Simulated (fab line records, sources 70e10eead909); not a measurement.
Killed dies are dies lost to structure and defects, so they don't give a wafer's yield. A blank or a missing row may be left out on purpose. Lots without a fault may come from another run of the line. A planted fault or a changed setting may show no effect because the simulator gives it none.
One fault seen from 3 desks | flow nand_harc | each desk has only its own numbers; what lay behind them comes last

THE DEFECT DESK
What the inspections along the route counted, lot by lot: means of the sampled wafers that have a number. A lot is out of limits, marked OUT, if its mean lies more than 4 standard deviations from the usual mean; the brackets give that distance.
Columns: A = raw_defect_count at NHARC_P_GATE_INSPECT_28, usual 6.4; B = raw_defect_count at NHARC_P_GATE_INSPECT_68, usual 199
lot  | first seen here | A               | B
L927 | day 5 06:31     | 5.7             | 154
L929 | day 6 01:48     | 272.7 (+92) OUT | 502 (+4.7) OUT
L931 | day 6 13:43     | 266.3 (+90) OUT | 430
L939 | day 10 05:20    | 8.0             | 260
L942 | day 11 06:15    | 7.7             | 255
L941 | day 11 06:54    | 5.0             | 163
L943 | day 11 18:09    | 4.0             | 151
L944 | day 11 23:01    | 8.3             | 184
L946 | day 13 02:19    | 7.7             | 174
L947 | day 13 09:17    | 6.3             | 223
L950 | day 14 12:20    | 8.0             | 213
This desk's finding: out of limits on L929, L931; first on L929, day 6 01:48 (raw_defect_count at NHARC_P_GATE_INSPECT_28). In limits: L927, L939, L942, L941, L943, L944, L946, L947, L950.

THE TOOL OWNER'S DESK: acl_dep-01
The tool's own readings at NHARC_P_GATE_HM_DEP_102 (deposits aC, target thk 120 nm): means of the sampled wafers that have a number, for each lot that ran on this tool. A lot is out of limits, marked OUT, if its mean lies more than 4 standard deviations from the usual mean; the brackets give that distance.
Columns: A = throttle_valve_pct at NHARC_P_GATE_HM_DEP_102, usual 35.000 %
lot  | first seen here | A
L927 | day 5 05:16     | 35.004
L929 | day 6 00:21     | 35.002
L931 | day 6 12:16     | 34.995
L939 | day 10 03:58    | 34.993
L942 | day 11 05:00    | 35.007
L941 | day 11 05:26    | 34.994
L943 | day 11 16:41    | 35.001
L944 | day 11 21:45    | 35.002
L946 | day 13 01:09    | 35.000
L950 | day 14 10:49    | 35.003
This desk's finding: nothing out of limits on any of the 10 lots.

THE METROLOGY DESK
What the gauges read, lot by lot, whatever tool the lot ran on: means of the sampled wafers that have a number. A lot is out of limits, marked OUT, if its mean lies more than 4 standard deviations from the usual mean; the brackets give that distance.
Columns: A = overlay_x_nm at NHARC_P_GATE_OVL_MEAS_27, usual 0.1 nm; B = overlay_y_nm at NHARC_P_GATE_OVL_MEAS_27, usual 0.0 nm
lot  | first seen here | A    | B
L927 | day 5 06:29     | 1.5  | 0.0
L929 | day 6 01:46     | -0.5 | 0.9
L931 | day 6 13:41     | -0.2 | 0.3
L939 | day 10 05:17    | -1.1 | 2.2
L942 | day 11 06:13    | 0.9  | 1.0
L941 | day 11 06:52    | -0.5 | 0.6
L943 | day 11 18:07    | 0.5  | -1.6
L944 | day 11 22:58    | 1.4  | -1.7
L946 | day 13 02:16    | -0.5 | -0.5
L947 | day 13 09:15    | 0.9  | 1.7
L950 | day 14 12:18    | 0.2  | 0.4
This desk's finding: nothing out of limits on any of the 11 lots.

PUT TOGETHER
The defect desk could have raised an alarm at day 6 01:48, on L929, L931.
The tool owner's desk saw nothing out of limits.
The metrology desk saw nothing out of limits.
The tool owner's desk has L929, L931 on record, within its limits.
The metrology desk has L929, L931 on record, within its limits.
Of the lots named, all ran NHARC_P_GATE_HM_DEP_102 on acl_dep-01.

WHAT THE SIMULATOR HAD PUT IN
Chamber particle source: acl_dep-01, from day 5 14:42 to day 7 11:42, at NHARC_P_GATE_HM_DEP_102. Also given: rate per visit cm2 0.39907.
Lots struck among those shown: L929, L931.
Hours from the fault's start to each desk's first reading out of limits: the defect desk, 11.
